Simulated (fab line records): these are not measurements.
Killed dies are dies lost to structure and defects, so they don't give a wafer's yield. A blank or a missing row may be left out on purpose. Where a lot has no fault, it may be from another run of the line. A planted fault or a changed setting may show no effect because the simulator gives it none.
One fault through the eyes of 2 desks / flow n5Finfet / each desk holds nothing but its own numbers, with what lay behind them at the end

## FROM THE METROLOGY DESK
Means of the sampled wafers that have a number, per lot and without regard to the tool the lot ran on: this is what the gauges read. A lot is out of limits, marked OUT, if its mean lies more than 4 standard deviations from the usual mean; the brackets give that distance. It has 10 readings; the 7 that lie furthest out on some lot are the ones shown.
Columns: A = DIBL_N at N5_BEOL_M4_RC_MEAS_101, usual 36.2 mV/V; B = DIBL_P at N5_BEOL_M4_RC_MEAS_101, usual 36.5 mV/V; C = ION_N at N5_BEOL_M4_RC_MEAS_101, usual 675 uA/um; D = ION_P at N5_BEOL_M4_RC_MEAS_101, usual 464 uA/um; E = SS_N at N5_BEOL_M4_RC_MEAS_101, usual 71.5 mV/dec; F = VT_N at N5_BEOL_M4_RC_MEAS_101, usual 250.4 mV; G = VT_P at N5_BEOL_M4_RC_MEAS_101, usual -250 mV
lot=L514; first seen here=day 8 18:03; A=35.6; B=35.5; C=656; D=451; E=71.4; F=253.5; G=-254
lot=L518; first seen here=day 9 20:32; A=37.8; B=36.6; C=666; D=447; E=71.5; F=250.9; G=-257
lot=L519; first seen here=day 10 02:59; A=36.3; B=37.8; C=693; D=473; E=71.4; F=247.9; G=-249
lot=L525; first seen here=day 12 11:15; A=36.7; B=37.1; C=676; D=465; E=71.5; F=250.1; G=-250
lot=L526; first seen here=day 12 12:49; A=35.7; B=35.3; C=677; D=460; E=71.0; F=250.4; G=-253
lot=L528; first seen here=day 12 17:14; A=37.2; B=37.5; C=698; D=477; E=71.8; F=247.7; G=-248
lot=L530; first seen here=day 13 19:52; A=37.7; B=36.3; C=666; D=464; E=72.3; F=250.7; G=-247
lot=L533; first seen here=day 14 01:01; A=36.9; B=36.8; C=677; D=467; E=72.2; F=250.6; G=-248
lot=L532; first seen here=day 14 08:34; A=34.0; B=34.2; C=672; D=471; E=70.9; F=251.0; G=-249
Finding of this desk: none of the 9 lots has anything out of limits.

## THE DEFECT DESK
For each lot, the counts of the inspections along the route, averaged over the sampled wafers that have a number. A lot is out of limits, marked OUT, if its mean lies more than 4 standard deviations from the usual mean; the brackets give that distance.
Columns: A = rawDefectCount at N5_MOL_CONTACT_COAG_INSPECT_57, usual 207
lot=L514; first seen here=day 6 01:33; A=225
lot=L518; first seen here=day 7 02:10; A=251
lot=L519; first seen here=day 7 07:53; A=204
lot=L525; first seen here=day 9 02:23; A=243
lot=L526; first seen here=day 9 04:00; A=211
lot=L528; first seen here=day 10 05:00; A=539 (+5.5) OUT
lot=L530; first seen here=day 10 07:28; A=191
lot=L532; first seen here=day 10 14:41; A=534 (+5.4) OUT
lot=L533; first seen here=day 10 19:01; A=240
This desk finds L528, L532 out of limits, L528 being first, at day 10 05:00 (rawDefectCount at N5_MOL_CONTACT_COAG_INSPECT_57). In limits: L514, L518, L519, L525, L526, L530, L533.

## PUT TOGETHER
The defect desk could have raised an alarm at day 10 05:00, on L528, L532.
The metrology desk saw nothing out of limits.
The metrology desk holds a record of L528, L532, inside its limits.
On pecvd-01, each named lot ran N5_MOL_CONTACT_COAG_PECVD_31.

## WHAT THE SIMULATOR HAD INSERTED
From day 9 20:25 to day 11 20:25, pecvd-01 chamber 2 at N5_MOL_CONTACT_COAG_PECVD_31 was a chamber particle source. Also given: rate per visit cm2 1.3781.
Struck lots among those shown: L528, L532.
Hours from the fault's start to each desk's first reading out of limits: the defect desk, 9.
